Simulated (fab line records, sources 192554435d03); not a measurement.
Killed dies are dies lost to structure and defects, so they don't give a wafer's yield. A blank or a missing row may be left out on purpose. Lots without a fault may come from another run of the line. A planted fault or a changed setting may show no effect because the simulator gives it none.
Chamber matching | flow n5_finfet | N5_BEOL_M8_ETCH_72 on rie_diel-05: 4 sister chambers
The step etches underlayer in N2/H2, target depth 6.5 nm, time 5.2 s. 20 wafers are shown with their chamber, then 10 later ones without.

WAFERS WITH THEIR CHAMBER
wafer  | chamber | showerhead_plenum_p_Torr (Torr) | drypump_motor_current_A (A) | throttle_valve_pct (%)
L075.3 | 3       | 2.49                            | 5.7                         | 18.00
L075.4 | 2       | 2.70                            | 6.5                         | 17.73
L075.6 | 3       | 2.50                            | 5.7                         | 18.02
L078.1 | 2       | 2.69                            | 6.5                         | 17.74
L078.2 | 0       | 2.46                            | 5.5                         | 17.91
L078.6 | 0       | 2.46                            | 5.4                         | 17.88
L077.2 | 0       | 2.46                            | 5.5                         | 17.91
L077.3 | 3       | 2.49                            | 5.7                         | 18.03
L077.5 | 2       | 2.69                            | 6.5                         | 17.76
L080.2 | 1       | 2.49                            | 5.4                         | 17.50
L080.3 | 3       | 2.49                            | 5.8                         | 18.04
L080.5 | 3       | 2.49                            | 5.7                         | 18.05
L087.2 | 2       | 2.68                            | 6.5                         | 17.76
L087.3 | 0       | 2.46                            | 5.4                         | 17.95
L087.6 | 1       | 2.48                            | 5.4                         | 17.55
L086.2 | 2       | 2.68                            | 6.5                         | 17.79
L086.4 | 3       | 2.48                            | 5.6                         | 18.07
L086.5 | 1       | 2.48                            | 5.4                         | 17.54
L088.1 | 0       | 2.46                            | 5.5                         | 17.94
L088.3 | 1       | 2.48                            | 5.4                         | 17.55

SIGNATURES (means of the wafers above)
reading                  | chamber 0 | chamber 1 | chamber 2 | chamber 3 | scatter within a chamber
showerhead_plenum_p_Torr | 2.4600    | 2.4825    | 2.6880    | 2.4900    | 0.00589
drypump_motor_current_A  | 5.460     | 5.400     | 6.500     | 5.700     | 0.0447
throttle_valve_pct       | 17.9180   | 17.5350   | 17.7560   | 18.0350   | 0.0248
Rule: a wafer's distance from a chamber is the root of the sum, over the readings, of the square of ((its reading less the chamber's mean) divided by the reading's scatter). The wafer belongs to the nearest chamber; if the next one is less than 2 further off, it can't be placed. The scatter: the root of (the sum of the squares of (reading less its chamber's mean) over the shown wafers, divided by (wafers less chambers)).

WAFERS WITHOUT THEIR CHAMBER
wafer  | showerhead_plenum_p_Torr (Torr) | drypump_motor_current_A (A) | throttle_valve_pct (%)
L088.4 | 2.48                            | 5.7                         | 18.08
L091.2 | 2.48                            | 5.4                         | 17.52
L091.4 | 2.48                            | 5.7                         | 18.09
L091.5 | 2.48                            | 5.7                         | 18.09
L096.1 | 2.47                            | 5.4                         | 17.55
L096.2 | 2.48                            | 5.7                         | 18.11
L096.5 | 2.48                            | 5.7                         | 18.12
L097.1 | 2.45                            | 5.5                         | 17.96
L097.2 | 2.47                            | 5.4                         | 17.59
L097.4 | 2.47                            | 5.7                         | 18.09

WHICH CHAMBER EACH WENT THROUGH
wafer  | from the rows above | in truth
L088.4 | 3                   | 3
L091.2 | 1                   | 1
L091.4 | 3                   | 3
L091.5 | 3                   | 3
L096.1 | 1                   | 1
L096.2 | 3                   | 3
L096.5 | 3                   | 3
L097.1 | 0                   | 0
L097.2 | 1                   | 1
L097.4 | 3                   | 3
Placed correctly: 10 of 10. Can't be placed from these rows: 0. Placed wrongly: 0.
